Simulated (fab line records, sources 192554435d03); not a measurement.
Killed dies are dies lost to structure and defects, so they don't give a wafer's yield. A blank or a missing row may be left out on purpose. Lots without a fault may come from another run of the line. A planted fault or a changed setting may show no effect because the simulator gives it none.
Which tool did it? | flow n5_finfet | 12 lots, 34 wafers sampled, at 2 steps of a route of 1938

WHAT THE GAUGES READ, wafer by wafer
N5_BEOL_M11_THK_MEAS_01. Usual: M11_ILD_THK 268 nm, standard deviation 4.
lot  | measured     | on            | M11_ILD_THK (nm) | flag
L497 | day 11 17:21 | film_metro-02 | 267 267 269      |
L500 | day 12 22:50 | film_metro-02 | 270 270 274      |
L506 | day 13 15:14 | film_metro-02 | 268 275          |
L505 | day 13 17:14 | film_metro-02 | 267 268 270      |
L504 | day 14 12:55 | film_metro-01 | 258 255 271      |
L507 | day 14 15:56 | film_metro-01 | 262 264 266      |
L512 | day 15 20:29 | film_metro-02 | 268 273          |
L514 | day 15 21:56 | film_metro-01 | 267 271 270      |
L513 | day 17 03:01 | film_metro-02 | 268 268 276      |
L519 | day 17 18:37 | film_metro-02 | 267 274 272      |
L520 | day 18 02:42 | film_metro-01 | 266 271 269      |
L518 | day 18 09:59 | film_metro-01 | 266 265 265      |

WHICH TOOL RAN EACH LOT (tool, then ch and the chambers of the sampled wafers, then the start)
lot  | N5_BEOL_M10_CMP_52
L497 | cmp-01 ch 1,2, day 11 16:16
L500 | cmp-03 ch 0,2,3, day 12 21:47
L506 | cmp-02 ch 2, day 13 14:08
L505 | cmp-03 ch 0,1,2, day 13 16:13
L504 | cmp-03 ch 0,1,3, day 14 11:49
L507 | cmp-01 ch 0,1, day 14 14:51
L512 | cmp-02 ch 1,2, day 15 19:26
L514 | cmp-02 ch 1,2, day 15 20:53
L513 | cmp-03 ch 0,3, day 17 01:56
L519 | cmp-02 ch 0,1,2, day 17 17:31
L520 | cmp-03 ch 0,3, day 18 01:06
L518 | cmp-02 ch 0,2,3, day 18 08:28
- N5_BEOL_M10_CMP_52: polishes, stops on SiCOH lowk, t overpolish 7 s, target thk 140 nm.

WHAT THE TOOLS THEMSELVES READ (means of the sampled wafers that have a number; where no wafer has one, the mark that the record gives instead)
N5_BEOL_M10_CMP_52. Usual: barrier_field_endpoint_s 28.6 s, standard deviation 0.88; motor_current_A 6.2 A, standard deviation 0.73; overpolish_run_s 6.999 s, standard deviation 0.0093; platen_rpm 50.00 rpm, standard deviation 0.031; time_to_endpoint_s 65 s, standard deviation 3.9.
lot  | tool   | barrier_field_endpoint_s (s) | motor_current_A (A) | overpolish_run_s (s) | platen_rpm (rpm) | time_to_endpoint_s (s) | flag
L497 | cmp-01 | 27.3                         | 5.7                 | 6.991                | 50.03            | 59                     |
L500 | cmp-03 | 28.4                         | 6.2                 | 6.997                | 50.02            | 66                     |
L506 | cmp-02 | 28.4                         | 5.2                 | 7.002                | 50.00            | 64                     |
L505 | cmp-03 | 28.1                         | 6.4                 | 7.001                | 50.02            | 66                     |
L504 | cmp-03 | 28.8                         | 6.3                 | 7.004                | 49.99            | 68                     |
L507 | cmp-01 | 27.4                         | 5.9                 | 7.004                | 50.02            | 60                     |
L512 | cmp-02 | 28.6                         | 5.7                 | 6.996                | 49.98            | 64                     |
L514 | cmp-02 | 28.6                         | 5.8                 | 7.007                | 49.99            | 67                     |
L513 | cmp-03 | 29.3                         | 6.3                 | 6.996                | 50.00            | 67                     |
L519 | cmp-02 | 28.3                         | 6.3                 | 7.003                | 49.97            | 69                     |
L520 | cmp-03 | 28.0                         | 6.2                 | 7.002                | 49.99            | 64                     |
L518 | cmp-02 | 29.8                         | 6.3                 | 6.999                | 50.02            | 69                     |

THE ANSWER, worked out from the rows above alone
Rule: a lot is off if the mean of its wafers that have a number lies more than 3 standard deviations from the usual mean. A lot without any number at a reading at which 4 lots or more have one is off too. The other lots that the step has rows for count as sound. The gauges are gone through in route order, then the tools' own readings, and for those a lot's mean is taken as printed above. The first step at which some lot is off is used, and at that step the reading that is off furthest; a lot without a number counts as furthest.
No lot is off at any reading shown: from this, nothing can be told.

WHAT THE SIMULATOR HAD PUT IN
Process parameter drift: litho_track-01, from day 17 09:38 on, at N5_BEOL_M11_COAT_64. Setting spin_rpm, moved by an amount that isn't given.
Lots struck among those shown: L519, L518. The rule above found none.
